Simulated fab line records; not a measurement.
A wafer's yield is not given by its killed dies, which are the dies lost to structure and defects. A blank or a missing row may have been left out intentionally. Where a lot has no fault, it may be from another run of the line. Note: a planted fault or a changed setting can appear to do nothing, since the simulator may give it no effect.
Code-filled problem report in 8D (eight disciplines) form ; flow nand harc ; the parts of the form that need people (team, actions taken, sign-off) are left out

1. WHAT WENT WRONG
At NHARC_END_SORT_01, killed at periphery averages 48.0 over 2 wafers from 2 lots, while fault-free wafers read 3.3, standard deviation 2. Measured from the usual mean, that is +22 standard deviations.
First observed at day 22 08:41: wafer L328.3, on prober-01. At this step, 8 wafers from 3 lots have a number in the record. Rule for "out" (also "out of limits"): further than 4 standard deviations from the usual mean. All remaining wafers that have a number are taken as sound.

2. WHAT IT IS AND WHAT IT IS NOT
question;is;is not
which readings at this step;killed at periphery, sort_bin_3_pct, sort rim yield pct;killed at array, killed at other, killed open, killed short, sort_bin_4_pct
which lots;L326, L328;L324
which wafers of those lots;L326.5, L328.3;L326.2, L326.3, L328.5, L328.6
read on which gauges;prober-01, prober-02;-
when;from day 22 08:41;"up to then (4 sound wafers); but 2 sound wafers of L328 came after"

3. SUSPECTS, AND WHAT RULES EACH OUT
Counting: a tool at a process step up to the reading stays a suspect if it ran every lot that is out. Sound lots after the first of them don't rule it out here, since some wafers of a struck lot are sound.
- the gauge at NHARC_END_SORT_01: ruled out. The wafers that are out were read on 2 gauges (prober-01, prober-02).
- pvd sputter-03 at NHARC_P_M1_PVD_20 (deposits TaN, target thk 5 nm, time 8.06 s): kept. Ran every lot that is out, first one L326 (day 9 08:14); last sound lot up to then L324 (day 8 00:59).
- rtp anneal-02 at NHARC_A_BONDPAD_ANNEAL_28 (time 90 s): kept. It ran every lot that is out, first L326 (day 21 00:00).
The count leaves rtp anneal-02 at NHARC_A_BONDPAD_ANNEAL_28 and pvd sputter-03 at NHARC_P_M1_PVD_20.

4. THE CAUSE (what the simulator had put in)
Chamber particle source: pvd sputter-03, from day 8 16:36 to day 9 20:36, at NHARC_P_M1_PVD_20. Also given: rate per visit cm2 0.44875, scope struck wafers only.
This tool is one of the 2 suspects left after counting.

5. THE EFFECT CHAIN, in route order
Each row: a reading where the mean over the struck wafers with a number is more than 3 standard deviations away from the usual. Only readings whose record carries a usual standard deviation are examined. hours: median over the lots of the time between each lot's start at the first step of this table that gives one and its start at this step. sigmas: the change, counted in usual standard deviations.
hours;step;reading;usual;on struck wafers;change;sigmas
0;NHARC_END_SORT_01;defect limited yield;95.2 %;89.5;-5.8;-3.6
0;NHARC_END_SORT_01;killed at periphery;3.3;48.0;+44.7;+22
0;NHARC_END_SORT_01;killed dies;32;72;+40;+3.6
0;NHARC_END_SORT_01;sort_bin_2_pct;1.5 %;4.2;+2.7;+3.8
0;NHARC_END_SORT_01;sort_bin_3_pct;0.30 %;2.15;+1.84;+8.4
0;NHARC_END_SORT_01;sort n pass;645;606;-40;-3.6
0;NHARC_END_SORT_01;sort rim yield pct;97.3 %;85.4;-11.9;-6.6
0;NHARC_END_SORT_01;sort yield pct;95.2 %;89.5;-5.8;-3.6

6. HOW IT WOULD HAVE BEEN CAUGHT EARLIER
In this record the first reading out of limits at a measuring or inspecting step was taken at day 22 08:41, 328 hours after the fault began at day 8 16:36.
No tool reading at NHARC_P_M1_PVD_20 that has a usual standard deviation in the record was out on any struck wafer, so an alarm limit of 4 standard deviations on those readings would not have fired.
All the lots that are out (2) had begun NHARC_P_M1_PVD_20 on pvd sputter-03 by day 22 08:41. None of them would have been spared by holding the tool at that moment.
